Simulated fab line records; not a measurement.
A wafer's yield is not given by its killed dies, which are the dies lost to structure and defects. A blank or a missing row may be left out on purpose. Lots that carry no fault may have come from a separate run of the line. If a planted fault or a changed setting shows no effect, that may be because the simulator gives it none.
What tool caused it? -- flow n5-finfet -- Sampling: 24 lots, 72 wafers, 5 of 1938 route steps

== WHAT THE GAUGES SHOWED, per wafer ==
N5_BEOL_M4_CD_MEAS_28: target cd 26.2 nm, target cd y 24.1 nm. Usual: 26.25 nm for cd-nm, sd 0.23.
lot,measured,on,cd-nm (nm),flag
L074,day 8 06:38,cd-sem-03,26.36 26.44 26.42,
L075,day 8 06:55,cd-sem-01,26.06 26.74 26.28,
L076,day 8 07:31,cd-sem-02,26.53 26.07 26.35,
L077,day 8 16:56,cd-sem-02,26.13 26.04 26.11,
L078,day 8 17:11,cd-sem-03,26.76 26.46 25.99,
L079,day 8 20:55,cd-sem-03,26.36 26.15 26.14,
L080,day 9 18:13,cd-sem-01,26.18 26.18 25.83,
L081,day 9 19:32,cd-sem-03,26.47 26.24 26.31,
L082,day 10 05:29,cd-sem-01,25.96 26.44 26.40,
L084,day 10 18:50,cd-sem-01,26.27 26.18 26.17,
L085,day 10 19:23,cd-sem-02,26.28 26.46 26.04,
L086,day 10 19:42,cd-sem-03,25.85 26.23 25.97,
L083,day 10 20:39,cd-sem-01,26.30 26.59 26.25,
L088,day 11 09:29,cd-sem-02,26.46 26.30 26.79,
L087,day 11 12:16,cd-sem-03,26.28 26.15 26.27,
L090,day 11 22:59,cd-sem-01,26.14 26.01 25.74,
L089,day 12 01:04,cd-sem-03,26.29 25.94 26.19,
L091,day 12 12:27,cd-sem-03,26.19 25.97 26.65,
L092,day 12 18:04,cd-sem-03,26.52 26.41 26.33,
L093,day 13 06:56,cd-sem-01,26.56 26.30 26.44,
L094,day 13 07:28,cd-sem-03,26.26 26.27 25.79,
L095,day 13 14:37,cd-sem-01,26.29 26.02 26.13,
L096,day 13 14:41,cd-sem-03,26.28 26.04 26.39,
L097,day 14 01:49,cd-sem-03,26.28 26.00 26.47,

N5_BEOL_M4_INSPECT_59: inspects for defects (darkfield). Usual: 76 for raw-defect-count, sd 26.
lot,measured,on,raw-defect-count,flag
L074,day 8 12:51,defect-inspect-01,51 57 67,
L075,day 8 18:43,defect-inspect-02,69 54 68,
L076,day 8 20:21,defect-inspect-01,80 74 107,
L077,day 9 18:13,defect-inspect-01,82 52 60,
L078,day 9 21:01,defect-inspect-02,69 81 49,
L079,day 9 16:25,defect-inspect-01,78 60 106,
L080,day 10 14:50,defect-inspect-02,43 70 84,
L081,day 10 23:54,defect-inspect-01,52 91 84,
L082,day 10 22:22,defect-inspect-01,96 105 94,
L084,day 11 07:37,defect-inspect-02,105 118 72,
L085,day 12 02:15,defect-inspect-02,59 109 68,
L086,day 11 09:08,defect-inspect-02,61 104 99,
L083,day 12 03:03,defect-inspect-02,66 92 92,
L088,day 12 07:54,defect-inspect-02,93 76 127,
L087,day 12 10:52,defect-inspect-01,54 29 93,
L090,day 12 12:37,defect-inspect-02,49 70 67,
L089,day 12 14:04,defect-inspect-01,97 66 85,
L091,day 13 14:27,defect-inspect-01,75 58 62,
L092,day 13 14:12,defect-inspect-01,57 41 41,
L093,day 13 17:14,defect-inspect-01,70 69 60,
L094,day 13 17:27,defect-inspect-02,83 103 94,
L095,day 14 01:25,defect-inspect-02,43 44 64,
L096,day 14 19:55,defect-inspect-02,157 59 114,
L097,day 14 22:37,defect-inspect-01,69 76 101,

== WHAT TOOL EACH LOT RAN ON (gives the tool, then ch and the chambers of the sampled wafers, and finally the start) ==
lot,N5_BEOL_M4_VIA_ETCH_34,N5_BEOL_M4_SPUTTER_48,N5_BEOL_M4_CO_CAP_55
L074,"rie-diel-04 ch 0,1,3, day 8 08:51","pvd-sputter-02, day 8 10:01","cvd-co-02 ch 0,1,2, day 8 12:38"
L075,"rie-diel-02 ch 1,2, day 8 13:38","pvd-sputter-02, day 8 15:38","cvd-co-02 ch 1,2, day 8 18:31"
L076,"rie-diel-05 ch 1,2,3, day 8 15:31","pvd-sputter-02, day 8 17:31","cvd-co-01 ch 1,2, day 8 20:08"
L077,"rie-diel-05 ch 0,2,3, day 9 12:51","pvd-sputter-01, day 9 15:22","cvd-co-02 ch 0,2, day 9 18:01"
L078,"rie-diel-05 ch 1,2, day 9 16:10","pvd-sputter-03, day 9 17:50","cvd-co-01 ch 0,1, day 9 20:49"
L079,"rie-diel-02 ch 1,3, day 9 11:34","pvd-sputter-01, day 9 13:32","cvd-co-02 ch 0,1, day 9 16:10"
L080,"rie-diel-05 ch 0,2,3, day 10 09:55","pvd-sputter-02, day 10 11:47","cvd-co-01 ch 0,1, day 10 14:36"
L081,"rie-diel-04 ch 0,2,3, day 10 17:31","pvd-sputter-01, day 10 21:04","cvd-co-01 ch 1,2, day 10 23:41"
L082,"rie-diel-05 ch 0,1,2, day 10 17:37","pvd-sputter-02, day 10 19:22","cvd-co-02 ch 1,2, day 10 22:09"
L084,"rie-diel-02 ch 0,3, day 11 01:47","pvd-sputter-02, day 11 04:47","cvd-co-01 ch 0,2, day 11 07:25"
L085,"rie-diel-02 ch 0,1,2, day 11 21:37","pvd-sputter-03, day 11 23:25","cvd-co-02 ch 0,1,2, day 12 02:02"
L086,"rie-diel-04 ch 2,3, day 11 04:43","pvd-sputter-01, day 11 06:15","cvd-co-01 ch 1,2, day 11 08:56"
L083,"rie-diel-02 ch 0,1, day 11 22:42","pvd-sputter-01, day 12 00:13","cvd-co-01 ch 0,1, day 12 02:50"
L088,"rie-diel-05 ch 1,3, day 12 03:12","pvd-sputter-03, day 12 05:02","cvd-co-01 ch 1,2, day 12 07:42"
L087,"rie-diel-04 ch 1,2,3, day 12 06:35","pvd-sputter-01, day 12 07:56","cvd-co-02 ch 0,1,2, day 12 10:39"
L090,"rie-diel-05 ch 1,3, day 12 06:50","pvd-sputter-01, day 12 09:47","cvd-co-01 ch 0,1,2, day 12 12:25"
L089,"rie-diel-04 ch 0,2, day 12 09:53","pvd-sputter-03, day 12 11:14","cvd-co-01 ch 0,1,2, day 12 13:52"
L091,"rie-diel-02 ch 0,1,2, day 13 08:46","pvd-sputter-02, day 13 11:31","cvd-co-02 ch 0,1,2, day 13 14:14"
L092,"rie-diel-04 ch 0,1,3, day 13 08:24","pvd-sputter-03, day 13 11:16","cvd-co-01 ch 1,2, day 13 13:59"
L093,"rie-diel-05 ch 0,2,3, day 13 13:13","pvd-sputter-03, day 13 14:19","cvd-co-01 ch 0,1,2, day 13 17:02"
L094,"rie-diel-02 ch 0,2,3, day 13 13:16","pvd-sputter-02, day 13 14:29","cvd-co-01 ch 0,1, day 13 17:14"
L095,"rie-diel-02 ch 2,3, day 13 20:55","pvd-sputter-02, day 13 22:35","cvd-co-02 ch 1,2, day 14 01:12"
L096,"rie-diel-02 ch 0,1,2, day 14 13:34","pvd-sputter-01, day 14 14:41","cvd-co-02 ch 0,1,2, day 14 19:42"
L097,"rie-diel-05 ch 0,2,3, day 14 17:20","pvd-sputter-01, day 14 18:27","cvd-co-02 ch 1,2, day 14 22:24"
- N5_BEOL_M4_VIA_ETCH_34: etches the open film in C4F6/O2, target depth 69.4 nm, time 65.9 s.
- N5_BEOL_M4_SPUTTER_48: material Cu, target thk 4.5 nm, time 8.29 s.
- N5_BEOL_M4_CO_CAP_55: material Co, precursor CCTBA/H2, target thk 2 nm, time 102.1 s.

== AS READ BY THE TOOLS THEMSELVES (means over the sampled wafers that have a number; for cases with no such wafer, the mark the record gives instead) ==
N5_BEOL_M4_VIA_ETCH_34. Usual: drypump-motor-current-A 5.9 A, standard deviation 0.37; oes_ar_750_au 0.79 a.u., standard deviation 0.075; oes-product-au 0.79 a.u., standard deviation 0.079; rf-vpp-V 668 V, standard deviation 4.8; showerhead-plenum-p-Torr 2.88 Torr, standard deviation 0.13; throttle-valve-pct 30.67 %, standard deviation 0.2.
lot,tool,drypump-motor-current-A (A),oes_ar_750_au (a.u.),oes-product-au (a.u.),rf-vpp-V (V),showerhead-plenum-p-Torr (Torr),throttle-valve-pct (%),flag
L074,rie-diel-04,6.2,0.78,0.79,664,2.84,30.49,
L075,rie-diel-02,6.1,0.72,0.72,674,2.86,30.81,
L076,rie-diel-05,5.8,0.79,0.79,668,2.86,30.86,
L077,rie-diel-05,5.9,0.78,0.78,670,2.96,30.67,
L078,rie-diel-05,5.5,0.80,0.79,668,2.76,30.88,
L079,rie-diel-02,5.8,0.76,0.75,668,2.95,30.52,
L080,rie-diel-05,5.9,0.78,0.77,670,2.96,30.69,
L081,rie-diel-04,6.2,0.80,0.81,667,2.85,30.68,
L082,rie-diel-05,5.6,0.79,0.79,672,2.86,30.71,
L084,rie-diel-02,5.7,0.75,0.75,665,2.94,30.45,
L085,rie-diel-02,5.7,0.84,0.85,671,2.92,30.66,
L086,rie-diel-04,6.1,0.78,0.80,666,2.77,30.83,
L083,rie-diel-02,5.4,0.80,0.81,667,2.99,30.69,
L088,rie-diel-05,5.7,0.80,0.80,665,2.72,30.89,
L087,rie-diel-04,6.1,0.74,0.74,664,2.74,30.67,
L090,rie-diel-05,5.7,0.80,0.80,665,2.72,30.89,
L089,rie-diel-04,6.2,0.82,0.83,665,2.84,30.86,
L091,rie-diel-02,5.7,0.82,0.82,670,2.91,30.67,
L092,rie-diel-04,6.2,0.84,0.85,668,2.93,30.47,
L093,rie-diel-05,5.9,0.83,0.82,670,2.94,30.62,
L094,rie-diel-02,5.9,0.80,0.80,667,2.88,30.54,
L095,rie-diel-02,6.0,0.77,0.77,666,2.86,30.45,
L096,rie-diel-02,5.7,0.81,0.81,670,2.91,30.68,
L097,rie-diel-05,5.9,0.81,0.81,670,2.94,30.63,

N5_BEOL_M4_SPUTTER_48. Usual: 30.0 % for throttle-valve-pct, sd 1.1.
lot,tool,throttle-valve-pct (%),flag
L074,pvd-sputter-02,30.6,
L075,pvd-sputter-02,29.9,
L076,pvd-sputter-02,30.0,
L077,pvd-sputter-01,30.1,
L078,pvd-sputter-03,30.3,
L079,pvd-sputter-01,29.1,
L080,pvd-sputter-02,30.8,
L081,pvd-sputter-01,29.9,
L082,pvd-sputter-02,30.9,
L084,pvd-sputter-02,30.7,
L085,pvd-sputter-03,30.4,
L086,pvd-sputter-01,30.5,
L083,pvd-sputter-01,29.6,
L088,pvd-sputter-03,30.6,
L087,pvd-sputter-01,30.2,
L090,pvd-sputter-01,29.1,
L089,pvd-sputter-03,30.6,
L091,pvd-sputter-02,29.8,
L092,pvd-sputter-03,30.4,
L093,pvd-sputter-03,30.7,
L094,pvd-sputter-02,30.8,
L095,pvd-sputter-02,30.1,
L096,pvd-sputter-01,29.8,
L097,pvd-sputter-01,29.5,

N5_BEOL_M4_CO_CAP_55. Usual: 240 W for heater-power-w, sd 29.
lot,tool,heater-power-w (W),flag
L074,cvd-co-02,228,
L075,cvd-co-02,232,
L076,cvd-co-01,257,
L077,cvd-co-02,213,
L078,cvd-co-01,215,
L079,cvd-co-02,247,
L080,cvd-co-01,221,
L081,cvd-co-01,258,
L082,cvd-co-02,235,
L084,cvd-co-01,263,
L085,cvd-co-02,230,
L086,cvd-co-01,262,
L083,cvd-co-01,221,
L088,cvd-co-01,275,
L087,cvd-co-02,232,
L090,cvd-co-01,249,
L089,cvd-co-01,246,
L091,cvd-co-02,231,
L092,cvd-co-01,259,
L093,cvd-co-01,248,
L094,cvd-co-01,234,
L095,cvd-co-02,219,
L096,cvd-co-02,233,
L097,cvd-co-02,220,

== THE ANSWER, worked out from the rows above alone ==
Rule: a lot counts as off when the mean over its wafers that have a number is more than 3 standard deviations away from the usual mean. A lot without any number at a reading at which 4 lots or more have one is off too. The other lots that the step has rows for count as sound. After the gauges, taken in route order, come the tools' own readings; for these a lot's mean is taken, as printed above. At the first step where some lot is off, the reading lying furthest off is the one used; lots without a number count as furthest.
Across all readings shown, no lot is off: no conclusion can be drawn from this.

== WHAT HAD BEEN PUT IN BY THE SIMULATOR ==
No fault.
